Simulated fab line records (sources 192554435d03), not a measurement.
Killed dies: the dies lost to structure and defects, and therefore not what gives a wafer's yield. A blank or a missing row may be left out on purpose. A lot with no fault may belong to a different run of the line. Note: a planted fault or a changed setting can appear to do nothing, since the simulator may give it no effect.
Matching of chambers    flow n5Finfet    N5_SD_EPI_P_ETCH_16 on rieDiel-03: 4 sister chambers
The step etches SiO2 in CHF3/O2, target depth 5 nm. 4 wafers are shown with their chamber, then 9 later ones without.

EACH WAFER AND ITS CHAMBER
wafer   chamber  showerheadPlenumPTorr (Torr)
L085.3  1        2.39
L086.1  2        2.41
L086.3  3        2.56
L086.4  0        2.50

WAFERS WITHOUT THEIR CHAMBER
wafer   showerheadPlenumPTorr (Torr)
L089.4  2.39
L089.5  2.39
L089.6  2.49
L092.2  2.49
L092.5  2.39
L092.6  2.49
L096.1  2.49
L096.3  2.40
L096.4  2.38

EACH ONE'S CHAMBER
wafer   from the rows above      in truth
L089.4  1                        1
L089.5  1                        1
L089.6  0                        0
L092.2  0                        0
L092.5  1                        1
L092.6  0                        0
L096.1  0                        0
L096.3  can't be placed: 1 or 2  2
L096.4  1                        1
8 of 9 placed correctly. From these rows, 1 cannot be placed; in 1 the true chamber is one of the candidates. Placed wrongly: 0.
How it was worked out, from the rows above alone: a wafer's distance from a chamber is the root of the sum, over the readings, of the square of ((its reading less the chamber's mean) divided by the reading's scatter). If the next closest chamber is less than 2 further off than the closest, the wafer can't be placed; otherwise it belongs to the closest. Each chamber's mean is taken over the wafers shown for it. The scatter: with one shown wafer a chamber, the root of the mean of the squares of how far each hidden wafer lies from its nearest shown one.
